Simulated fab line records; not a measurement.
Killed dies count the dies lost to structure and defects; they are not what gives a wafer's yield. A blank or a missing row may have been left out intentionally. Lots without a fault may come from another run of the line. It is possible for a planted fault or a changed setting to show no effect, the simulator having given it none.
Code-filled problem report in 8D (eight disciplines) form || flow nandHarc || the parts of the form that need people (team, actions taken, sign-off) are left out

1. THE ISSUE
At NHARC_END_SORT_01, killedAtPeriphery averages 635.0 over 2 wafers from 2 lots, while fault-free wafers read 4.3, standard deviation 2.8. So: +99 or more standard deviations from the usual mean.
Earliest sighting: wafer L968.5 on prober-02 at day 28 00:46. The record holds 6 wafers of 2 lots with a number at this step. Rule for "out" (also "out of limits"): further than 4 standard deviations from the usual mean. The rest of the wafers with a number are treated as sound.

2. WHAT IT IS, AND WHAT IT ISN'T
{"question": "which readings at this step", "is": "killedAtPeriphery, defectLimitedYield, killedDies, sort_bin_2_pct, sortNPass, sortRimYieldPct, sortYieldPct", "is not": "killedAtOther, killedOpen, killedShort, sort_bin_3_pct, sort_bin_4_pct"}
{"question": "which lots", "is": "L968, L970", "is not": "-"}
{"question": "which wafers of those lots", "is": "L968.5, L970.5", "is not": "L968.2, L968.4, L970.2, L970.6"}
{"question": "read on which gauges", "is": "prober-01, prober-02", "is not": "-"}
{"question": "when", "is": "from day 28 00:46", "is not": "up to then (2 sound wafers); but 2 sound wafers of L970 came after"}

3. WHAT RULES OUT EACH SUSPECT
Counting: any tool at a process step up to the reading remains a suspect provided it ran every lot that is out. Sound lots after the first of them don't rule it out here, since some wafers of a struck lot are sound.
- the gauge at NHARC_END_SORT_01 has been ruled out. The wafers that are out were read on 2 gauges (prober-01, prober-02).
- pecvd-02 at NHARC_P_M0_DEP_00 (deposits SiOC, target thk 150 nm): kept. It ran every lot that is out, first L968 (day 9 08:24).
- In pecvd-02 at NHARC_P_M0_DEP_00, the wafers that are out were processed in chamber 1 and their sound lot-mates in chambers 0, 2.
Left after counting: pecvd-02 at NHARC_P_M0_DEP_00.

4. THE CAUSE (what the simulator had put in)
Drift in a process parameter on pecvd-02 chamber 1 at NHARC_P_M0_DEP_00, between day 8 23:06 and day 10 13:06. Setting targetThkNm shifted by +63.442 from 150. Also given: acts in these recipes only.
Only this tool survived the counting.

5. THE CHAIN OF EFFECTS, in route order
Rows list readings where the struck wafers' mean (over those with a number) sits beyond 3 standard deviations from the usual. Readings are gone through only where the record gives a usual standard deviation; hours: the median, over the lots, of the time from a lot's start at the first step in this table giving one to that lot's start at this step; sigmas: the change measured in usual standard deviations.
{"hours": 0, "step": "NHARC_END_SORT_01", "reading": "defectLimitedYield", "usual": "91.6 %", "on struck wafers": 0.0, "change": -91.6, "sigmas": -33}
{"hours": 0, "step": "NHARC_END_SORT_01", "reading": "killedAtPeriphery", "usual": 4.3, "on struck wafers": 635.0, "change": "+630.7", "sigmas": "+99 or more"}
{"hours": 0, "step": "NHARC_END_SORT_01", "reading": "killedDies", "usual": 57, "on struck wafers": 677, "change": "+620", "sigmas": "+33"}
{"hours": 0, "step": "NHARC_END_SORT_01", "reading": "sort_bin_2_pct", "usual": "3.0 %", "on struck wafers": 95.6, "change": "+92.6", "sigmas": "+84"}
{"hours": 0, "step": "NHARC_END_SORT_01", "reading": "sortNPass", "usual": 620, "on struck wafers": 0, "change": -620, "sigmas": -33}
{"hours": 0, "step": "NHARC_END_SORT_01", "reading": "sortRimYieldPct", "usual": "91 %", "on struck wafers": 0, "change": -91, "sigmas": -25}
{"hours": 0, "step": "NHARC_END_SORT_01", "reading": "sortYieldPct", "usual": "91.6 %", "on struck wafers": 0.0, "change": -91.6, "sigmas": -33}

6. HOW IT WOULD HAVE BEEN CAUGHT EARLIER
In this record the first reading out of limits at a measuring or inspecting step was taken at day 28 00:46, 458 hours after the fault began at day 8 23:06.
Tool readings at NHARC_P_M0_DEP_00 with a usual standard deviation given in the record: none out on any struck wafer, hence no alarm at a limit of 4 standard deviations on them.
Lots out: 2; all had begun NHARC_P_M0_DEP_00 on pecvd-02 by day 28 00:46. Had the tool been put on hold then, not one of them would have been saved.
